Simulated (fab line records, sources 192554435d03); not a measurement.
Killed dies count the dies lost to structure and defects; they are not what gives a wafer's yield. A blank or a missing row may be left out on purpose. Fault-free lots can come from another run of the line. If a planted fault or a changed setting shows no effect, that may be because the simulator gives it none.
Matching of chambers / flow n5-finfet / 4 sister chambers for N5_BEOL_M1_STRIP_19 on rie-diel-04
The step strips in O2. 14 wafers are shown with their chamber, then 7 later ones without.

## WAFERS WITH THEIR CHAMBER
wafer=L076.1; chamber=2; showerhead-plenum-p-Torr (Torr)=2.05; throttle-valve-pct (%)=16.63; drypump-motor-current-A (A)=5.8
wafer=L076.2; chamber=3; showerhead-plenum-p-Torr (Torr)=1.99; throttle-valve-pct (%)=17.04; drypump-motor-current-A (A)=5.5
wafer=L076.5; chamber=1; showerhead-plenum-p-Torr (Torr)=2.16; throttle-valve-pct (%)=16.51; drypump-motor-current-A (A)=5.9
wafer=L081.1; chamber=0; showerhead-plenum-p-Torr (Torr)=2.08; throttle-valve-pct (%)=17.04; drypump-motor-current-A (A)=5.7
wafer=L081.3; chamber=2; showerhead-plenum-p-Torr (Torr)=2.05; throttle-valve-pct (%)=16.64; drypump-motor-current-A (A)=5.8
wafer=L081.6; chamber=1; showerhead-plenum-p-Torr (Torr)=2.16; throttle-valve-pct (%)=16.48; drypump-motor-current-A (A)=5.9
wafer=L082.1; chamber=3; showerhead-plenum-p-Torr (Torr)=1.99; throttle-valve-pct (%)=17.04; drypump-motor-current-A (A)=5.5
wafer=L082.4; chamber=1; showerhead-plenum-p-Torr (Torr)=2.16; throttle-valve-pct (%)=16.52; drypump-motor-current-A (A)=6.0
wafer=L082.5; chamber=0; showerhead-plenum-p-Torr (Torr)=2.09; throttle-valve-pct (%)=17.07; drypump-motor-current-A (A)=5.7
wafer=L083.3; chamber=1; showerhead-plenum-p-Torr (Torr)=2.16; throttle-valve-pct (%)=16.50; drypump-motor-current-A (A)=5.9
wafer=L083.5; chamber=1; showerhead-plenum-p-Torr (Torr)=2.16; throttle-valve-pct (%)=16.51; drypump-motor-current-A (A)=5.9
wafer=L083.6; chamber=0; showerhead-plenum-p-Torr (Torr)=2.08; throttle-valve-pct (%)=17.04; drypump-motor-current-A (A)=5.7
wafer=L087.3; chamber=3; showerhead-plenum-p-Torr (Torr)=1.99; throttle-valve-pct (%)=17.05; drypump-motor-current-A (A)=5.5
wafer=L087.4; chamber=0; showerhead-plenum-p-Torr (Torr)=2.08; throttle-valve-pct (%)=17.06; drypump-motor-current-A (A)=5.7

SIGNATURES (averages over the wafers above)
reading=showerhead-plenum-p-Torr; chamber 0=2.0825; chamber 1=2.1600; chamber 2=2.0500; chamber 3=1.9900; scatter within a chamber=0.00274
reading=throttle-valve-pct; chamber 0=17.0525; chamber 1=16.5040; chamber 2=16.6350; chamber 3=17.0433; scatter within a chamber=0.0131
reading=drypump-motor-current-A; chamber 0=5.700; chamber 1=5.920; chamber 2=5.800; chamber 3=5.500; scatter within a chamber=0.0283
Rule: for a wafer and a chamber, the distance is found by dividing, reading by reading, the gap between the wafer's reading and the chamber's mean by the reading's scatter, squaring, summing and taking the root. The wafer belongs to the nearest chamber; if the next one is less than 2 further off, it can't be placed. The scatter is the square root of a quotient: the sum, over the shown wafers, of each reading's squared deviation from its chamber's mean, divided by wafers minus chambers.

## WAFERS WHOSE CHAMBER IS MISSING
wafer=L087.5; showerhead-plenum-p-Torr (Torr)=2.15; throttle-valve-pct (%)=16.52; drypump-motor-current-A (A)=5.9
wafer=L097.1; showerhead-plenum-p-Torr (Torr)=2.05; throttle-valve-pct (%)=16.20; drypump-motor-current-A (A)=5.8
wafer=L097.2; showerhead-plenum-p-Torr (Torr)=1.99; throttle-valve-pct (%)=17.08; drypump-motor-current-A (A)=5.5
wafer=L097.3; showerhead-plenum-p-Torr (Torr)=2.08; throttle-valve-pct (%)=17.08; drypump-motor-current-A (A)=5.7
wafer=L097.4; showerhead-plenum-p-Torr (Torr)=2.15; throttle-valve-pct (%)=16.55; drypump-motor-current-A (A)=5.9
wafer=L097.5; showerhead-plenum-p-Torr (Torr)=2.15; throttle-valve-pct (%)=16.57; drypump-motor-current-A (A)=5.9
wafer=L097.6; showerhead-plenum-p-Torr (Torr)=2.05; throttle-valve-pct (%)=16.23; drypump-motor-current-A (A)=5.8

## THE CHAMBER EACH PASSED THROUGH
wafer=L087.5; from the rows above=1; in truth=1
wafer=L097.1; from the rows above=2; in truth=2
wafer=L097.2; from the rows above=3; in truth=3
wafer=L097.3; from the rows above=0; in truth=0
wafer=L097.4; from the rows above=1; in truth=1
wafer=L097.5; from the rows above=1; in truth=1
wafer=L097.6; from the rows above=2; in truth=2
7 of 7 placed correctly. Can't be placed from these rows: 0. Wrongly placed: 0.
